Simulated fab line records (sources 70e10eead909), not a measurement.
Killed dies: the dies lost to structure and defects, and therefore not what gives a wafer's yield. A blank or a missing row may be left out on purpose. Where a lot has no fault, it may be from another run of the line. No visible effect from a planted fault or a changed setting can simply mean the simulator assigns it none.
Chamber matching :: flow nandHarc :: rieDiel-03 running NHARC_A_BLC_ETCH_16: 4 sister chambers
The step etches the open film in CF4, target depth 39 nm, time 65 s. 14 wafers are shown with their chamber, then 7 later ones without.

WAFERS, EACH WITH ITS CHAMBER
wafer: L757.2
chamber: 2
showerheadPlenumPTorr (Torr): 1.74
drypumpMotorCurrentA (A): 5.3
oesProductAu (a.u.): 1.003

wafer: L757.3
chamber: 3
showerheadPlenumPTorr (Torr): 1.71
drypumpMotorCurrentA (A): 5.4
oesProductAu (a.u.): 1.002

wafer: L757.6
chamber: 3
showerheadPlenumPTorr (Torr): 1.71
drypumpMotorCurrentA (A): 5.4
oesProductAu (a.u.): 1.005

wafer: L759.2
chamber: 1
showerheadPlenumPTorr (Torr): 1.87
drypumpMotorCurrentA (A): 6.1
oesProductAu (a.u.): 1.010

wafer: L759.4
chamber: 2
showerheadPlenumPTorr (Torr): 1.74
drypumpMotorCurrentA (A): 5.2
oesProductAu (a.u.): 1.000

wafer: L759.5
chamber: 3
showerheadPlenumPTorr (Torr): 1.71
drypumpMotorCurrentA (A): 5.4
oesProductAu (a.u.): 1.003

wafer: L761.2
chamber: 1
showerheadPlenumPTorr (Torr): 1.87
drypumpMotorCurrentA (A): 6.1
oesProductAu (a.u.): 0.996

wafer: L761.3
chamber: 0
showerheadPlenumPTorr (Torr): 1.67
drypumpMotorCurrentA (A): 6.3
oesProductAu (a.u.): 0.995

wafer: L761.4
chamber: 3
showerheadPlenumPTorr (Torr): 1.71
drypumpMotorCurrentA (A): 5.4
oesProductAu (a.u.): 1.001

wafer: L767.1
chamber: 0
showerheadPlenumPTorr (Torr): 1.67
drypumpMotorCurrentA (A): 6.3
oesProductAu (a.u.): 0.995

wafer: L767.3
chamber: 2
showerheadPlenumPTorr (Torr): 1.73
drypumpMotorCurrentA (A): 5.2
oesProductAu (a.u.): 0.997

wafer: L767.4
chamber: 3
showerheadPlenumPTorr (Torr): 1.71
drypumpMotorCurrentA (A): 5.5
oesProductAu (a.u.): 1.003

wafer: L771.1
chamber: 1
showerheadPlenumPTorr (Torr): 1.87
drypumpMotorCurrentA (A): 6.1
oesProductAu (a.u.): 1.007

wafer: L771.4
chamber: 2
showerheadPlenumPTorr (Torr): 1.73
drypumpMotorCurrentA (A): 5.2
oesProductAu (a.u.): 0.994

SIGNATURES (means of the wafers above)
reading: showerheadPlenumPTorr
chamber 0: 1.6700
chamber 1: 1.8700
chamber 2: 1.7350
chamber 3: 1.7100
scatter within a chamber: 0.00316

reading: drypumpMotorCurrentA
chamber 0: 6.300
chamber 1: 6.100
chamber 2: 5.225
chamber 3: 5.420
scatter within a chamber: 0.0394

reading: oesProductAu
chamber 0: 0.99500
chamber 1: 1.00433
chamber 2: 0.99850
chamber 3: 1.00280
scatter within a chamber: 0.00403
Rule: for a wafer and a chamber, the distance is found by dividing, reading by reading, the gap between the wafer's reading and the chamber's mean by the reading's scatter, squaring, summing and taking the root. The wafer belongs to the nearest chamber; if the next one is less than 2 further off, it can't be placed. The scatter: the root of (the sum of the squares of (reading less its chamber's mean) over the shown wafers, divided by (wafers less chambers)).

WAFERS WHOSE CHAMBER IS MISSING
wafer: L771.5
showerheadPlenumPTorr (Torr): 1.71
drypumpMotorCurrentA (A): 5.4
oesProductAu (a.u.): 1.017

wafer: L772.3
showerheadPlenumPTorr (Torr): 1.73
drypumpMotorCurrentA (A): 5.2
oesProductAu (a.u.): 1.001

wafer: L772.4
showerheadPlenumPTorr (Torr): 1.67
drypumpMotorCurrentA (A): 6.3
oesProductAu (a.u.): 0.994

wafer: L772.5
showerheadPlenumPTorr (Torr): 1.67
drypumpMotorCurrentA (A): 6.3
oesProductAu (a.u.): 0.989

wafer: L773.1
showerheadPlenumPTorr (Torr): 1.73
drypumpMotorCurrentA (A): 5.2
oesProductAu (a.u.): 1.006

wafer: L773.4
showerheadPlenumPTorr (Torr): 1.67
drypumpMotorCurrentA (A): 6.3
oesProductAu (a.u.): 0.993

wafer: L773.5
showerheadPlenumPTorr (Torr): 1.87
drypumpMotorCurrentA (A): 6.1
oesProductAu (a.u.): 1.007

WHICH CHAMBER EACH WENT THROUGH
wafer: L771.5
from the rows above: 3
in truth: 3

wafer: L772.3
from the rows above: 2
in truth: 2

wafer: L772.4
from the rows above: 0
in truth: 0

wafer: L772.5
from the rows above: 0
in truth: 0

wafer: L773.1
from the rows above: 2
in truth: 2

wafer: L773.4
from the rows above: 0
in truth: 0

wafer: L773.5
from the rows above: 1
in truth: 1
Placed correctly: 7 of 7. Number that these rows cannot place: 0. 0 placed wrongly.
